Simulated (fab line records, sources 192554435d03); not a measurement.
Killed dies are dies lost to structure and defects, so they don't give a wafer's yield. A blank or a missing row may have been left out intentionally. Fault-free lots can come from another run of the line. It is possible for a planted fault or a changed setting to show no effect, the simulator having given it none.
Struck lot and sound lot, side by side || flow n5 finfet || 31 out of 1938 route steps
Sound: wafers L999.2, L999.3, L999.6. Struck: wafer L991.2. (L991.4, L991.6 of the same lot were not struck and are left out.) The cause comes at the end.
Each step with rows lists, per side, the tool, then ch with its chambers, then its first start. Under that, the readings that differ: sound wafers || struck wafers || difference of the means || sigmas: that difference in standard deviations of wafers without a fault.
alike: a reading whose means differ by less than 2 such deviations, as well as words and numbers matching on both sides. not compared: withheld readings; readings where some wafer has no value; bounds like >300 that might hide an equal value; numbers whose values overlap and for which the record gives no deviation.
The two part at a step that has a row with sigmas, a row that says differs or no value, or rows on one side only. Numbers that don't overlap but have no deviation are shown without sigmas and don't part them. A reading that every wafer of one side lacks parts them only if that side has two wafers or more.

first, 8 steps without rows for these wafers: N5_ILD0_LINER_00 (material SiNx, target thk 4 nm, pulse time 1 s, purge time 2 s); N5_ILD0_FCVD_FILL_01 (material SiO2 flowable, target thk 200 nm, time 328.3 s); N5_ILD0_CURE_02 (time 1800 s); N5_ILD0_CMP_03 (polishes, stops on SiNx, t overpolish 1.9 s, target thk 197.38 nm); N5_ILD0_CMP_07 (polishes SiO2 flowable, stops on poly-Si, t overpolish 1.18 s, target thk 138.88 nm); N5_ILD0_PRECLEAN_10 (cleans in NF3:NH3, afs cycles 5, time 20 s, sublimation time 60 s); N5_ILD0_ALD_15 (deposits SiNx, target thk 24 nm, pulse time 1 s, ald cycles 480); N5_ILD0_CMP_12 (polishes SiNx, stops on poly-Si, t overpolish 6 s, target thk 17.67 nm).
N5_SDB_HM_DEP_00: deposits SiNx from SiH4/NH3/N2, target thk 40 nm, time 35.3 s.
  sound on pecvd-04 ch 0,1,2, day 7 05:58; struck on pecvd-02 ch 2, day 5 06:05
{"reading": "model.SiNx_of_SDB_HM_DEP_00.thk nm (nm)", "sound": "39 40 39.2", "struck": 32.6, "difference": -6.8, "sigmas": ""}
  alike: heater power w, showerhead plenum p Torr, showerhead vpp V, throttle valve pct
then, 13 steps without rows for these wafers: N5_SDB_COAT_03 (time 60 s, resist thk 100 nm); N5_SDB_COAT_04 (time 60 s, resist thk 18 nm); N5_SDB_COAT_05 (resist thk 90 nm); N5_SDB_EBR_07; N5_SDB_SOFTBAKE_06 (time 60 s); N5_SDB_EXPOSE_08 (exposes mask SDB); N5_SDB_PEB_09 (peb time 60 s); N5_SDB_DEVELOP_10 (develop time 30 s); N5_SDB_DESCUM_16 (chemistry O2, time 7.9 s); N5_SDB_ETCH_17 (etches SiARC in CF4, target depth 23.4 nm, time 39 s); N5_SDB_ETCH_18 (etches SOC in N2/H2, target depth 100 nm, overetch 20 nm, time 150 s); N5_SDB_STRIP_19 (strips in N2/H2); N5_SDB_STRIP_21 (strips in CF4).
N5_SDB_HM_OPEN_20: chemistry CH3F/O2, target SiNx, stops on poly-Si, target depth 24 nm.
  sound on rie diel-06 ch 0,1,2, day 7 06:59; struck on rie diel-02 ch 3, day 5 06:58
{"reading": "drypump motor current A (A)", "sound": "6.4 5.8 4.9", "struck": 6.8, "difference": "+1.1", "sigmas": "+2"}
{"reading": "oes product au (a.u.)", "sound": "0.61 0.68 0.59", "struck": 0.48, "difference": -0.15, "sigmas": -2}
{"reading": "rf vpp V (V)", "sound": "298 295 287", "struck": 307, "difference": "+14", "sigmas": "+2"}
{"reading": "throttle valve pct (%)", "sound": "16.12 16.11 16.34", "struck": 16.80, "difference": "+0.61", "sigmas": "+3"}
{"reading": "model.etch.depth nm (nm)", "sound": "23.1 24.06 23.12", "struck": 16.67, "difference": -6.76, "sigmas": ""}
  alike: oes_ar_750_au, showerhead plenum p Torr
  not compared: rf hours counter h
then, 5 steps without rows for these wafers: N5_SDB_STRIP_22 (strips in N2/H2); N5_SDB_PRECLEAN_23 (cleans in dHF, time 30 s); N5_SDB_DUMMY_REMOVE_24 (chemistry TMAH, target poly-Si, stops on SiO2, target depth 142 nm, time 57 s, rinse time 30 s); N5_SDB_ETCH_25 (etches SiO2 in C4F6/O2, target depth 10 nm, time 3.3 s); N5_SDB_CUT_ETCH_26 (etches Si in HBr/Cl2/O2, target depth 129.6 nm, bt time 20 s, time 51.8 s).
N5_SDB_PRECLEAN_38: cleans in dHF, time 10 s.
  sound on wet bench-06 ch 1,5,6, day 7 08:07; struck on wet bench-02 ch 7, day 5 07:33
{"reading": "model.SiNx_of_SDB_HM_DEP_00.thk nm (nm)", "sound": "21.4 22 21", "struck": 14.8, "difference": -6.7, "sigmas": ""}
then, 1 step without rows for these wafers: N5_SDB_PRECLEAN_39 (cleans in O3/DIW, time 45 s).
N5_PASSIVATION_PROBE_49:
  sound wafers here have rows in the record (prober-02, day 16 09:48); struck ones have none

== WHERE THEY PART ==
At N5_SDB_HM_OPEN_20 first; at N5_PASSIVATION_PROBE_49 last (within this record only).

WHY: the cause the simulator had injected
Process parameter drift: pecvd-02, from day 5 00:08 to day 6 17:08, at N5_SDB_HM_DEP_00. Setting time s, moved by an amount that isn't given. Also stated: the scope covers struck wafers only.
